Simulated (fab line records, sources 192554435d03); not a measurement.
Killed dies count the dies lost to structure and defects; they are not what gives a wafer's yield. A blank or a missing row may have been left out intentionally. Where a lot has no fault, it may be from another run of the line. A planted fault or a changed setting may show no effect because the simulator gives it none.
What tool caused it? -- flow n5-finfet -- 30 wafers from 10 lots sampled at 6 of the route's 1938 steps

WHAT THE GAUGES SHOWED, per wafer
N5_SDB_INSPECT_13: inspects for defects (brightfield).
lot,measured,on,raw-defect-count
L356,day 3 21:28,defect-inspect-02,147 111 107
L360,day 4 21:53,defect-inspect-01,64 175 63
L361,day 5 03:40,defect-inspect-02,154 82 62
L364,day 5 20:38,defect-inspect-02,56 50 39
L365,day 5 23:44,defect-inspect-02,73 54 107
L368,day 7 00:26,defect-inspect-01,75 65 48
L375,day 8 12:22,defect-inspect-01,133 137 132
L376,day 8 18:46,defect-inspect-02,86 47 74
L378,day 9 08:00,defect-inspect-01,33 36 39
L379,day 9 11:06,defect-inspect-02,68 61 60

N5_HKMG_FIN_CD_MEAS_49: target cd 202 nm.
lot,measured,on,cd-nm (nm)
L356,day 4 02:46,cd-sem-03,203.7 203.0 202.6
L360,day 5 04:04,cd-sem-02,201.6 202.7 202.8
L361,day 5 09:23,cd-sem-01,202.4 203.0 201.7
L364,day 6 02:11,cd-sem-01,201.8 200.4 201.6
L365,day 6 06:14,cd-sem-03,202.4 202.5 202.3
L368,day 7 06:22,cd-sem-02,201.9 207.5 207.1
L375,day 8 17:49,cd-sem-03,202.0 202.4 202.1
L376,day 9 00:26,cd-sem-02,202.9 202.2 202.3
L378,day 9 13:27,cd-sem-02,202.6 203.0 204.1
L379,day 9 16:41,cd-sem-01,202.5 203.4 203.1

N5_BEOL_M4_RC_MEAS_101.
lot,measured,on,DIBL_N (mV/V),DIBL_P (mV/V),IOFF_N (nA/um),IOFF_P (nA/um),ION_N (uA/um),ION_P (uA/um),SS_N (mV/dec),SS_P (mV/dec),VT_N (mV),VT_P (mV)
L356,day 7 21:32,prober-01,35.2 33.2 33.7,35.4 33.1 34.3,0.146 0.118 0.132,0.20 0.16 0.19,668 661 667,470 461 458,71.2 70.4 71.0,73.2 73.0 72.7,252 254 252,-250 -253 -250
L360,day 8 13:30,prober-01,36.4 35.6 35.0,39.0 36.4 36.8,0.167 0.153 0.141,0.26 0.22 0.21,684 667 660,469 466 462,72.0 71.8 70.9,73.6 72.4 73.0,249 253 251,-245 -247 -249
L361,day 8 22:27,prober-01,34.8 37.8 35.3,33.7 38.1 34.2,0.118 0.169 0.136,0.18 0.24 0.18,652 669 672,454 465 463,71.3 72.4 71.1,73.1 73.7 72.9,255 250 250,-252 -246 -252
L364,day 9 16:02,prober-02,36.1 36.3 36.6,35.1 35.6 35.9,0.155 0.168 0.159,0.20 0.22 0.22,669 681 673,462 465 461,71.7 70.9 71.8,73.6 73.2 74.5,252 248 251,-251 -247 -250
L365,day 10 00:16,prober-02,37.0 36.4 36.6,36.3 35.2 36.0,0.172 0.160 0.163,0.20 0.18 0.19,684 684 682,466 468 461,72.0 71.0 71.5,73.8 73.5 73.7,248 248 251,-253 -253 -253
L368,day 10 22:46,prober-02,35.4 33.6 35.8,35.3 34.6 36.7,0.164 0.139 0.188,0.23 0.23 0.27,678 672 695,467 474 480,71.0 70.8 71.8,72.4 72.7 73.8,247 248 246,-245 -247 -245
L375,day 13 01:37,prober-02,34.4 35.9 34.5,34.3 36.0 33.9,0.118 0.145 0.125,0.18 0.21 0.18,667 662 662,462 456 463,70.8 71.1 71.1,72.6 73.1 72.5,256 250 252,-251 -251 -252
L376,day 13 12:47,prober-01,38.1 37.2 38.8,38.5 36.4 38.3,0.208 0.179 0.202,0.24 0.20 0.25,692 673 686,468 455 466,71.7 71.9 72.1,73.9 73.5 74.6,247 249 246,-249 -254 -250
L378,day 13 10:40,prober-01,35.1 36.1 35.9,35.2 36.0 36.8,0.132 0.156 0.150,0.16 0.18 0.19,676 674 680,463 461 462,70.9 71.5 71.0,72.4 73.2 72.9,251 250 251,-254 -256 -253
L379,day 14 00:35,prober-02,36.8 36.1 36.3,37.8 37.0 36.7,0.184 0.167 0.166,0.23 0.21 0.21,694 684 680,471 464 459,71.0 71.1 71.8,73.2 72.9 73.4,246 248 247,-249 -251 -253

WHICH TOOL RAN EACH LOT (tool, then ch and the chambers of the sampled wafers, then the start)
lot,N5_HKMG_FIN_HK_ALD_01,N5_HKMG_FIN_PEB_47,N5_HKMG_FIN_ALD_79
L356,"ald-hk-03 ch 2,3, day 4 01:57","litho-track-01 ch 0, day 4 02:43","ald-metal-02 ch 0,2, day 4 04:20"
L360,"ald-hk-03 ch 0,1,3, day 5 03:04","litho-track-05 ch 0, day 5 03:59","ald-metal-01 ch 0,1,2, day 5 05:36"
L361,"ald-hk-03 ch 1,2,3, day 5 08:27","litho-track-01 ch 0, day 5 09:20","ald-metal-03 ch 1,2,3, day 5 11:10"
L364,"ald-hk-03 ch 0,1, day 6 01:14","litho-track-03 ch 0, day 6 02:07","ald-metal-03 ch 1,3, day 6 03:48"
L365,"ald-hk-01 ch 1,2,3, day 6 05:17","litho-track-05 ch 0, day 6 06:10","ald-metal-01 ch 1,2,3, day 6 08:46"
L368,"ald-hk-02 ch 0,3, day 7 05:16","litho-track-05 ch 0, day 7 06:17","ald-metal-01 ch 1,2,3, day 7 07:56"
L375,"ald-hk-02 ch 0,1,2, day 8 16:50","litho-track-01 ch 0, day 8 17:45","ald-metal-03 ch 0,2,3, day 8 19:26"
L376,"ald-hk-02 ch 2,3, day 8 23:37","litho-track-03 ch 0, day 9 00:23","ald-metal-03 ch 2,3, day 9 02:07"
L378,"ald-hk-03 ch 0,2,3, day 9 12:38","litho-track-01 ch 0, day 9 13:23","ald-metal-02 ch 1,2,3, day 9 14:55"
L379,"ald-hk-01 ch 1,2, day 9 15:51","litho-track-01 ch 0, day 9 16:37","ald-metal-03 ch 0,1,2, day 9 18:22"
- N5_HKMG_FIN_HK_ALD_01: deposits HfO2, target thk 1.6 nm, pulse time 3 s, purge time 3 s.
- N5_HKMG_FIN_PEB_47: peb time 60 s.
- N5_HKMG_FIN_ALD_79: deposits TiN, target thk 1.5 nm, pulse time 1 s, purge time 3 s.

AS READ BY THE TOOLS THEMSELVES (means over the sampled wafers that have a number; for cases with no such wafer, the mark the record gives instead)
N5_HKMG_FIN_HK_ALD_01.
lot,tool,precursor-pulse-height-rel
L356,ald-hk-03,1.006
L360,ald-hk-03,1.013
L361,ald-hk-03,1.015
L364,ald-hk-03,0.996
L365,ald-hk-01,1.032
L368,ald-hk-02,0.998
L375,ald-hk-02,0.989
L376,ald-hk-02,0.994
L378,ald-hk-03,1.000
L379,ald-hk-01,1.003

N5_HKMG_FIN_ALD_79.
lot,tool,heater-power-w (W),precursor-pulse-height-rel
L356,ald-metal-02,883,1.001
L360,ald-metal-01,833,0.988
L361,ald-metal-03,870,1.007
L364,ald-metal-03,897,0.995
L365,ald-metal-01,902,0.994
L368,ald-metal-01,912,1.003
L375,ald-metal-03,793,0.999
L376,ald-metal-03,779,0.995
L378,ald-metal-02,845,1.001
L379,ald-metal-03,873,1.005

THE ANSWER, worked out from the rows above alone
Rule: what is usual is taken from the lots themselves. Put in order of their means at a reading, lots are off if they are a third of the lots or fewer, leave a main group of 4 or more, and stand apart from it by a gap of 3 or more times the standard deviation of the main group's means; of several such gaps the widest counts. The tables above print the reading to a certain number of digits; a main group whose means all agree to those digits is not used. A lot without any number at a reading at which 4 lots or more have one is off too. The other lots that the step has rows for count as sound. Order of review: gauges by route order, followed by the tools' own readings, for which a lot's mean as printed above is used. The first step at which some lot is off is used, and at that step the reading that is off furthest; a lot without a number counts as furthest.
Off, at N5_HKMG_FIN_CD_MEAS_49 on cd-nm: L368. The main group has a mean of 202.5 nm with a standard deviation of 0.56.
A tool fits if, at a process step before that reading, it ran every lot that is off, and no sound lot after the first of them. The gauges at N5_HKMG_FIN_CD_MEAS_49 aren't tried: what is off there is off at N5_BEOL_M4_RC_MEAS_101 too, on other tools, and a gauge's error can't cause that. One candidate fits, namely litho-track-05 at N5_HKMG_FIN_PEB_47. Its last sound lot is L365 (day 6 06:10), its first lot that is off L368 (day 7 06:17): a fault that began between those two fits.

WHAT HAD BEEN PUT IN BY THE SIMULATOR
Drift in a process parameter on litho-track-05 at N5_HKMG_FIN_PEB_47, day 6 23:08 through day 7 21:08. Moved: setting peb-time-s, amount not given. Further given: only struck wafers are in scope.
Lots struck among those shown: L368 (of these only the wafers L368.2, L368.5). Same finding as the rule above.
